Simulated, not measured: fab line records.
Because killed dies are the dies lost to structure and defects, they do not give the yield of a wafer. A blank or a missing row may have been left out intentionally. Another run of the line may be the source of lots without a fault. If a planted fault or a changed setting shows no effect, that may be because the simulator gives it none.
Struck lot and sound lot, side by side | flow n5Finfet | 21 out of 1938 route steps
Sound: wafers L292.3, L292.4, L292.5. Struck: wafer L301.2. (L301.4 of the same lot was not struck and is left out.) The cause comes at the end.
Per side, at each step with rows, come the tool, then ch with its chambers, and then its first start. Under that, the readings that differ: sound wafers | struck wafers | difference of the means | sigmas: that difference in standard deviations of wafers without a fault.
alike: a reading whose means differ by less than 2 such deviations, as well as words and numbers matching on both sides. not compared: withheld readings; readings where some wafer has no value; bounds like >300 that might hide an equal value; numbers whose values overlap and for which the record gives no deviation.
Wherever a step has rows on one side only, a row that says differs or no value, or a row with sigmas, the two part there. When numbers do not overlap yet have no deviation, they are printed without sigmas and do not part them. Lack of a reading on every wafer of one side parts them only where that side has two or more wafers.

N5_ZERO_LAYER_CD_MEAS_11: target cd 2000 nm.
  sound on cdSem-02 ch 0, day 1 18:39; struck on cdSem-03 ch 0, day 4 00:40
  alike: cdNm
N5_ZERO_LAYER_DESCUM_16: chemistry O2, time 7.9 s.
  sound on rieDiel-04 ch 0,2,3, day 1 18:49; struck on rieDiel-04 ch 1, day 4 00:42
  alike: drypumpMotorCurrentA, o2FlowSccm, oesProductAu, rfVppV, showerheadPlenumPTorr, throttleValvePct
  not compared: rfHoursCounterH
N5_ZERO_LAYER_ETCH_17: etches SiO2 in CF4, target depth 12 nm, time 13.3 s.
  sound on rieDiel-04 ch 0,2,3, day 1 18:51; struck on rieDiel-04 ch 1, day 4 00:44
  alike: drypumpMotorCurrentA, mfcArSccm, oesProductAu, rfVppV, showerheadPlenumPTorr, throttleValvePct
  not compared: rfHoursCounterH
N5_ZERO_LAYER_ETCH_18: etches Si in HBr/Cl2, target depth 120 nm, time 40 s.
  sound on rieSi-04 ch 0,1, day 1 18:55; struck on rieSi-04 ch 1, day 4 00:48
  alike: HBr_flow_sccm, drypumpMotorCurrentA, oesProductAu, throttleValvePct
  not compared: rfHoursCounterH
N5_ZERO_LAYER_STRIP_24: strips in O2.
  sound on plasmaAsher-01 ch 0,1, day 1 19:02; struck on plasmaAsher-02 ch 1, day 4 00:55
reading             | sound | struck | difference                   | sigmas
rfHoursCounterH (h) | - - - | 91     | no value on the sound wafers | 
  alike: drypumpMotorCurrentA, heaterPowerW, o2FlowSccm, oesProductAu, stripTimeToEndpointS
then, 1 step without rows for these wafers: N5_ZERO_LAYER_STRIP_19 (strips in SPM, time 900 s).
N5_ZERO_LAYER_INSPECT_20: inspects for defects (darkfield).
  sound on defectInspect-02, day 1 19:23; struck on defectInspect-01, day 4 01:16
  alike: rawDefectCount
then, 5 steps without rows for these wafers: N5_WELL_APT_HMDS_01 (time 60 s); N5_WELL_APT_COAT_02 (resist thk 950 nm); N5_WELL_APT_EBR_04; N5_WELL_APT_SOFTBAKE_03 (time 60 s); N5_WELL_APT_EXPOSE_05 (exposes mask NWELL, defocus 0 nm, target cd 200 nm).
N5_WELL_APT_PEB_06: peb time 90 s.
  sound on lithoTrack-04 ch 0, day 1 19:42; struck on lithoTrack-02 ch 0, day 4 01:35
reading               | sound             | struck | difference | sigmas
heaterPowerTotalW (W) | 172.1 172.7 172.2 | 231.6  | +59.3      | +73
then, 2 steps without rows for these wafers: N5_WELL_APT_DEVELOP_07 (develop time 45 s); N5_WELL_APT_HARDBAKE_12 (time 120 s).
N5_WELL_APT_CD_MEAS_08: target cd 200 nm.
  sound on cdSem-03 ch 0, day 1 19:49; struck on cdSem-01 ch 0, day 4 01:42
reading   | sound             | struck | difference | sigmas
cdNm (nm) | 200.4 200.6 199.5 | 179.6  | -20.6      | -17
N5_WELL_APT_OVL_MEAS_09:
  sound on overlay-02 ch 0, day 1 19:50; struck on overlay-01 ch 0, day 4 01:44
  alike: NWELL_OVL
N5_WELL_APT_INSPECT_10: inspects for defects (macro).
  sound on defectInspect-02, day 1 19:52; struck on defectInspect-01, day 4 01:45
  alike: rawDefectCount
N5_WELL_APT_DESCUM_13: chemistry O2, time 7.9 s.
  sound on rieDiel-03 ch 0,3, day 1 20:00; struck on rieDiel-01 ch 3, day 4 01:55
reading                  | sound             | struck | difference | sigmas
model.WELL_APT.cdNm (nm) | 200.2 200.6 199.6 | 179.5  | -20.6      | 
  alike: drypumpMotorCurrentA, o2FlowSccm, oesProductAu, rfVppV, showerheadPlenumPTorr, throttleValvePct
  not compared: rfHoursCounterH
following that, these wafers have no rows for 1 step: N5_WELL_APT_IMPLANT_14.
-- the record jumps here: 12 days lie between the struck wafers' starts before and after (it left off in module WELL_APT and takes up again in module PASSIVATION, whose first step shown is number 1936 of the route) --
N5_PASSIVATION_PROBE_49:
  record: rows for the struck wafers here (prober-02, day 16 10:26), none for the sound ones

== WHERE THEY PART ==
At N5_ZERO_LAYER_STRIP_24 first; at N5_PASSIVATION_PROBE_49 last (within this record only).

WHY: what the simulator had put in
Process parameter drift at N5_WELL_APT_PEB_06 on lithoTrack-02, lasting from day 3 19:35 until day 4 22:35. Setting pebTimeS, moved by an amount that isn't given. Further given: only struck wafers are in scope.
